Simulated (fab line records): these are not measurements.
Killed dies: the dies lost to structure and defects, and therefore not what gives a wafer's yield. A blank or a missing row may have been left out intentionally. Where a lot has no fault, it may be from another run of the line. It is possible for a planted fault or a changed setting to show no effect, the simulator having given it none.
Chamber matching | flow n5-finfet | N5_BEOL_M0_STRIP_104 on rie-diel-04 has 4 sister chambers
The step strips in N2/H2. 14 wafers are shown with their chamber, then 7 later ones without.

## WAFERS WITH THEIR CHAMBER
wafer  | chamber | showerhead-plenum-p-Torr (Torr) | throttle-valve-pct (%) | oes-product-au (a.u.)
L076.1 | 1       | 2.74                            | 23.40                  | 0.96
L076.2 | 2       | 2.60                            | 23.81                  | 0.87
L076.3 | 0       | 2.48                            | 23.56                  | 0.68
L082.1 | 1       | 2.73                            | 23.41                  | 0.90
L082.3 | 2       | 2.59                            | 23.86                  | 0.87
L082.4 | 3       | 2.61                            | 23.75                  | 0.69
L086.3 | 1       | 2.73                            | 23.42                  | 0.87
L086.4 | 1       | 2.73                            | 23.42                  | 0.90
L086.5 | 2       | 2.59                            | 23.84                  | 0.84
L087.3 | 2       | 2.59                            | 23.88                  | 0.85
L087.4 | 1       | 2.73                            | 23.43                  | 0.89
L087.5 | 2       | 2.59                            | 23.86                  | 0.85
L088.1 | 3       | 2.60                            | 23.47                  | 0.99
L088.2 | 2       | 2.59                            | 23.89                  | 0.83

SIGNATURES (means of the wafers above)
reading                  | chamber 0 | chamber 1 | chamber 2 | chamber 3 | scatter within a chamber
showerhead-plenum-p-Torr | 2.4800    | 2.7320    | 2.5917    | 2.6050    | 0.00462
throttle-valve-pct       | 23.5600   | 23.4160   | 23.8567   | 23.6100   | 0.0662
oes-product-au           | 0.6800    | 0.9040    | 0.8517    | 0.8400    | 0.0713
Rule: distance of a wafer from a chamber = root of the sum over the readings of ((wafer's reading minus chamber's mean) / reading's scatter) squared. If the next closest chamber is less than 2 further off than the closest, the wafer can't be placed; otherwise it belongs to the closest. The scatter is the square root of a quotient: the sum, over the shown wafers, of each reading's squared deviation from its chamber's mean, divided by wafers minus chambers.

## WAFERS WITHOUT THEIR CHAMBER
wafer  | showerhead-plenum-p-Torr (Torr) | throttle-valve-pct (%) | oes-product-au (a.u.)
L088.5 | 2.73                            | 23.42                  | 0.89
L090.4 | 2.72                            | 23.41                  | 0.86
L090.5 | 2.72                            | 23.45                  | 0.86
L090.6 | 2.59                            | 23.88                  | 0.82
L095.4 | 2.46                            | 23.39                  | 0.90
L095.5 | 2.60                            | 23.49                  | 0.94
L095.6 | 2.46                            | 23.41                  | 0.90

## WHICH CHAMBER EACH WENT THROUGH
wafer  | from the rows above | in truth
L088.5 | 1                   | 1
L090.4 | 1                   | 1
L090.5 | 1                   | 1
L090.6 | 2                   | 2
L095.4 | 0                   | 0
L095.5 | 3                   | 3
L095.6 | 0                   | 0
7 of 7 placed correctly. Number that these rows cannot place: 0. Number placed wrongly: 0.
